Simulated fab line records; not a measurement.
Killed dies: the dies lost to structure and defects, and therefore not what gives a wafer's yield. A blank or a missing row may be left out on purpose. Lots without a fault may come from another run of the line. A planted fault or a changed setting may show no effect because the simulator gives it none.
Split-lot study || flow n5_finfet || 21 wafers read from 7 lots, route of 1938 steps

ABOUT THE SPLIT
At N5_BEOL_M4_COAT_05 (resist thk 30 nm), the setting spin_rpm was moved away from the recipe's 1500 rpm on 8 of the 21 wafers read, by -6.1% to +10.0%. All remaining wafers had this setting at the recipe value.

FROM THE SPLIT TO THE READING: what the file shows between them, 4 steps
- N5_BEOL_M4_EBR_07
- N5_BEOL_M4_SOFTBAKE_06: time 60 s
- N5_BEOL_M4_EXPOSE_08: exposes mask M4
- N5_BEOL_M4_PEB_09: peb time 60 s

THE READING
CAR-EUV_of_BEOL_M4_COAT_05.thk_nm (the simulator's own value, which no gauge read), in nm, at N5_BEOL_M4_DEVELOP_10 (develop time 30 s). The file does not state a usual value for it. The 13 wafers here that ran the recipe average 29.6 nm, standard deviation 0.053 nm.

{"wafer": "L076.2", "tool, chamber at the split": "litho_track-01, 0", "spin_rpm as run, rpm": 1441, "against the recipe": "-3.9%", "CAR-EUV_of_BEOL_M4_COAT_05.thk_nm, nm": 30.2, "against lot-mates on the recipe": "+0.6"}
{"wafer": "L076.4", "tool, chamber at the split": "litho_track-01, 0", "spin_rpm as run, rpm": 1441, "against the recipe": "-3.9%", "CAR-EUV_of_BEOL_M4_COAT_05.thk_nm, nm": 30.2, "against lot-mates on the recipe": "+0.6"}
{"wafer": "L076.6", "tool, chamber at the split": "litho_track-01, 0", "spin_rpm as run, rpm": 1500, "against the recipe": "recipe", "CAR-EUV_of_BEOL_M4_COAT_05.thk_nm, nm": 29.6, "against lot-mates on the recipe": "-"}
{"wafer": "L075.2", "tool, chamber at the split": "litho_track-05, 0", "spin_rpm as run, rpm": 1585, "against the recipe": "+5.7%", "CAR-EUV_of_BEOL_M4_COAT_05.thk_nm, nm": 28.8, "against lot-mates on the recipe": -0.7}
{"wafer": "L075.5", "tool, chamber at the split": "litho_track-05, 0", "spin_rpm as run, rpm": 1500, "against the recipe": "recipe", "CAR-EUV_of_BEOL_M4_COAT_05.thk_nm, nm": 29.6, "against lot-mates on the recipe": "-"}
{"wafer": "L075.6", "tool, chamber at the split": "litho_track-05, 0", "spin_rpm as run, rpm": 1500, "against the recipe": "recipe", "CAR-EUV_of_BEOL_M4_COAT_05.thk_nm, nm": 29.4, "against lot-mates on the recipe": "-"}
{"wafer": "L084.3", "tool, chamber at the split": "litho_track-05, 0", "spin_rpm as run, rpm": 1500, "against the recipe": "recipe", "CAR-EUV_of_BEOL_M4_COAT_05.thk_nm, nm": 29.6, "against lot-mates on the recipe": "-"}
{"wafer": "L084.5", "tool, chamber at the split": "litho_track-05, 0", "spin_rpm as run, rpm": 1500, "against the recipe": "recipe", "CAR-EUV_of_BEOL_M4_COAT_05.thk_nm, nm": 29.6, "against lot-mates on the recipe": "-"}
{"wafer": "L084.4", "tool, chamber at the split": "litho_track-05, 0", "spin_rpm as run, rpm": 1408, "against the recipe": "-6.1%", "CAR-EUV_of_BEOL_M4_COAT_05.thk_nm, nm": 30.6, "against lot-mates on the recipe": "+1.0"}
{"wafer": "L088.3", "tool, chamber at the split": "litho_track-05, 0", "spin_rpm as run, rpm": 1500, "against the recipe": "recipe", "CAR-EUV_of_BEOL_M4_COAT_05.thk_nm, nm": 29.6, "against lot-mates on the recipe": "-"}
{"wafer": "L088.5", "tool, chamber at the split": "litho_track-05, 0", "spin_rpm as run, rpm": 1500, "against the recipe": "recipe", "CAR-EUV_of_BEOL_M4_COAT_05.thk_nm, nm": 29.6, "against lot-mates on the recipe": "-"}
{"wafer": "L088.4", "tool, chamber at the split": "litho_track-05, 0", "spin_rpm as run, rpm": 1544, "against the recipe": "+2.9%", "CAR-EUV_of_BEOL_M4_COAT_05.thk_nm, nm": 29.2, "against lot-mates on the recipe": -0.4}
{"wafer": "L091.3", "tool, chamber at the split": "litho_track-05, 0", "spin_rpm as run, rpm": 1500, "against the recipe": "recipe", "CAR-EUV_of_BEOL_M4_COAT_05.thk_nm, nm": 29.6, "against lot-mates on the recipe": "-"}
{"wafer": "L091.5", "tool, chamber at the split": "litho_track-05, 0", "spin_rpm as run, rpm": 1650, "against the recipe": "+10.0%", "CAR-EUV_of_BEOL_M4_COAT_05.thk_nm, nm": 28.2, "against lot-mates on the recipe": -1.4}
{"wafer": "L091.6", "tool, chamber at the split": "litho_track-05, 0", "spin_rpm as run, rpm": 1650, "against the recipe": "+10.0%", "CAR-EUV_of_BEOL_M4_COAT_05.thk_nm, nm": 28.2, "against lot-mates on the recipe": -1.4}
{"wafer": "L093.2", "tool, chamber at the split": "litho_track-04, 0", "spin_rpm as run, rpm": 1500, "against the recipe": "recipe", "CAR-EUV_of_BEOL_M4_COAT_05.thk_nm, nm": 29.6, "against lot-mates on the recipe": "-"}
{"wafer": "L093.4", "tool, chamber at the split": "litho_track-04, 0", "spin_rpm as run, rpm": 1500, "against the recipe": "recipe", "CAR-EUV_of_BEOL_M4_COAT_05.thk_nm, nm": 29.6, "against lot-mates on the recipe": "-"}
{"wafer": "L093.3", "tool, chamber at the split": "litho_track-04, 0", "spin_rpm as run, rpm": 1563, "against the recipe": "+4.2%", "CAR-EUV_of_BEOL_M4_COAT_05.thk_nm, nm": 29, "against lot-mates on the recipe": -0.6}
{"wafer": "L095.2", "tool, chamber at the split": "litho_track-05, 0", "spin_rpm as run, rpm": 1500, "against the recipe": "recipe", "CAR-EUV_of_BEOL_M4_COAT_05.thk_nm, nm": 29.6, "against lot-mates on the recipe": "-"}
{"wafer": "L095.3", "tool, chamber at the split": "litho_track-05, 0", "spin_rpm as run, rpm": 1500, "against the recipe": "recipe", "CAR-EUV_of_BEOL_M4_COAT_05.thk_nm, nm": 29.6, "against lot-mates on the recipe": "-"}
{"wafer": "L095.5", "tool, chamber at the split": "litho_track-05, 0", "spin_rpm as run, rpm": 1500, "against the recipe": "recipe", "CAR-EUV_of_BEOL_M4_COAT_05.thk_nm, nm": 29.6, "against lot-mates on the recipe": "-"}

FIT RESULTS
A straight line over all 21 wafers: CAR-EUV_of_BEOL_M4_COAT_05.thk_nm changes by -0.144 nm for each +1% of spin_rpm; r = -1.00; the points scatter about the line by 0.056 nm.
The same after taking each lot's own level away (the mean of its wafers on the recipe; 21 wafers): -0.143 nm for each +1%; r = -1.00; scatter 0.049 nm.
On that fit, the largest move of spin_rpm shifts the reading by 1.4 nm.
The span of the lots' own levels, 29.50 to 29.60 nm, comes to 1.9 times the standard deviation stated above.
Consequently the slope shifts little with the lot-to-lot level, the two slopes agreeing.
Check: with one of the wafers moved furthest among these (+10.0%) left out of the fit, the line predicts -1.42 nm for it against its lot-mates. It came out at -1.4 nm against them.

ADDITIONAL SPLITS CARRIED BY THESE WAFERS
Note: prior to the reading, these wafers also went through further splits. Each is held against what the fit with the lots' levels taken away leaves over:
{"other split on the same wafers": "N5_BEOL_M0_SAQP_COAT_105 spin_rpm", "wafers away from the commonest value": 5, "r with CAR-EUV_of_BEOL_M4_COAT_05.thk_nm (lot level and that fit taken away)": -0.08}
{"other split on the same wafers": "N5_BEOL_M0_SAQP_SPACER2_ALD_26 target_thk_a", "wafers away from the commonest value": 4, "r with CAR-EUV_of_BEOL_M4_COAT_05.thk_nm (lot level and that fit taken away)": "+0.14"}
{"other split on the same wafers": "N5_BEOL_M2_DESCUM_16 time_s", "wafers away from the commonest value": 6, "r with CAR-EUV_of_BEOL_M4_COAT_05.thk_nm (lot level and that fit taken away)": -0.21}
{"other split on the same wafers": "N5_BEOL_M3_TRENCH_ETCH_37 time_s", "wafers away from the commonest value": 5, "r with CAR-EUV_of_BEOL_M4_COAT_05.thk_nm (lot level and that fit taken away)": -0.04}
{"other split on the same wafers": "N5_BEOL_M4_COAT_62 spin_rpm", "wafers away from the commonest value": 7, "r with CAR-EUV_of_BEOL_M4_COAT_05.thk_nm (lot level and that fit taken away)": "+0.28"}

THE WHOLE CHAIN: every reading that the file lists as answering this split, in the file's order
{"step": "N5_BEOL_M4_COAT_05", "what it does": "resist thk 30 nm", "reading": "CAR-EUV_of_BEOL_M4_COAT_05.thk_nm (the simulator's own value, which no gauge read)", "change (the file's fit)": "-0.148 nm for each +1% of the setting", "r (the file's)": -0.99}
{"step": "N5_BEOL_M4_DEVELOP_10", "what it does": "develop time 30 s", "reading": "CAR-EUV_of_BEOL_M4_COAT_05.thk_nm (the simulator's own value, which no gauge read)", "change (the file's fit)": "-0.143 nm for each +1% of the setting", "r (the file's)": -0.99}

FILE'S OWN FIT
CAR-EUV_of_BEOL_M4_COAT_05.thk_nm changes by -0.143 nm for each +1% of spin_rpm, r = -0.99.
